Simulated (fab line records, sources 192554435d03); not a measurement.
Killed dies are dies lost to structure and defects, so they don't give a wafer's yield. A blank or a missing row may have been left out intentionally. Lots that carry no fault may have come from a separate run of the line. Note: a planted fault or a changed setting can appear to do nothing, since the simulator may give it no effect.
Problem report in the 8D (eight disciplines) form, filled by code ; flow n5Finfet ; the parts of the form that need people (team, actions taken, sign-off) are left out

== 1. THE ISSUE ==
Wafers without a fault read 170, standard deviation 35; rawDefectCount at N5_SD_EPI_P_INSPECT_26 reads a mean of 868 on 6 wafers belonging to 2 lots. That puts it +20 standard deviations away from the usual mean.
The step: inspects for defects (darkfield).
The first sign was on wafer L281.1 at day 6 07:03, on defectInspect-02. The record has a number at this step for 27 wafers belonging to 9 lots. The rule behind "out" and "out of limits": a value lying over 4 standard deviations away from the usual mean. The rest of the wafers with a number are treated as sound.

== 2. WHAT THIS IS AND IS NOT ==
question;is;is not
which readings at this step;rawDefectCount;-
which lots;L281, L282;L270, L272, L274, L285, L288, L292, L293
which wafers of those lots;all that have a number;-
read on which gauges;defectInspect-02;defectInspect-01
when;from day 6 07:03;"up to then (9 sound wafers); but 12 sound wafers of L285, L288, L292, L293 came after"

== 3. THE SUSPECTS, EACH WITH WHAT RULES IT OUT ==
Counting: any tool at a process step up to the reading is kept as a suspect provided that every lot that is out went through it and no sound lot did after the first of them.
- ruled out: the gauge at N5_SD_EPI_P_INSPECT_26. All the wafers that are out were read on defectInspect-02, but those of them that N5_SD_ACTIVATION_INSPECT_02 has rows for are out there too, on other tools.
- wetBench-03 at N5_SD_EPI_P_WET_ETCH_45 (etches SiO2 in dHF, time 10.7 s, target depth 2 nm, rinse time 30 s): ruled out as a lasting fault. After its first lot that is out, L281 (day 6 03:16), sound lots L293 ran on it.
- plasmaAsher-02 at N5_SD_EPI_P_STRIP_40 (strips in N2/H2): ruled out as a lasting fault. After its first lot that is out, L281 (day 6 03:19), sound lots L285, L288, L293 ran on it.
Left after counting: nothing in the record.

== 4. THE CAUSE (what the simulator had put in) ==
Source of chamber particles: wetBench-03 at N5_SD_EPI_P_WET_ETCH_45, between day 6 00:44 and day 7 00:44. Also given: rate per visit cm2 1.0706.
The count ruled it out by mistake, since the rule takes a fault to strike every lot its tool runs from the start of the fault on, and this one did not do so.

== 5. SEQUENCE OF EFFECTS, ordered by route ==
Rows list readings where the struck wafers' mean (over those with a number) sits beyond 3 standard deviations from the usual. Only readings for which the record gives a usual standard deviation are gone through. hours: the time from each lot's start at the first step in this table that gives one to its start at this step, as a median over the lots. sigmas: the change in usual standard deviations.
hours;step;reading;usual;on struck wafers;change;sigmas
0;N5_SD_EPI_P_INSPECT_26;rawDefectCount;170;868;+698;+20
1;N5_SD_ACTIVATION_INSPECT_02;rawDefectCount;169;856;+687;+20
213;N5_PASSIVATION_PROBE_49;defectLimitedYield;91.5 %;83.2;-8.3;-6.4
213;N5_PASSIVATION_PROBE_49;killedAtFrontEnd;38;142;+104;+10
213;N5_PASSIVATION_PROBE_49;killedDies;101;198;+97;+6.1
213;N5_PASSIVATION_PROBE_49;sort_bin_5_function;5.0 %;10.2;+5.2;+6.0
213;N5_PASSIVATION_PROBE_49;sortNPass;1079;982;-97;-6.1
213;N5_PASSIVATION_PROBE_49;sortYieldPct;91.5 %;83.2;-8.3;-6.4
Process steps it contains:
- N5_PASSIVATION_PROBE_49
Later steps that measure or inspect, where all struck wafers having a row at the step show a number for every such reading and not one has moved that far: N5_BEOL_M4_RC_MEAS_101.

== 6. WHAT WOULD HAVE CAUGHT IT SOONER ==
The first out-of-limits reading at a measuring or inspecting step in this record came at day 6 07:03, 6 hours after the fault's start at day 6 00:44.
Tool readings at N5_SD_EPI_P_WET_ETCH_45 with a usual standard deviation given in the record: none out on any struck wafer, hence no alarm at a limit of 4 standard deviations on them.
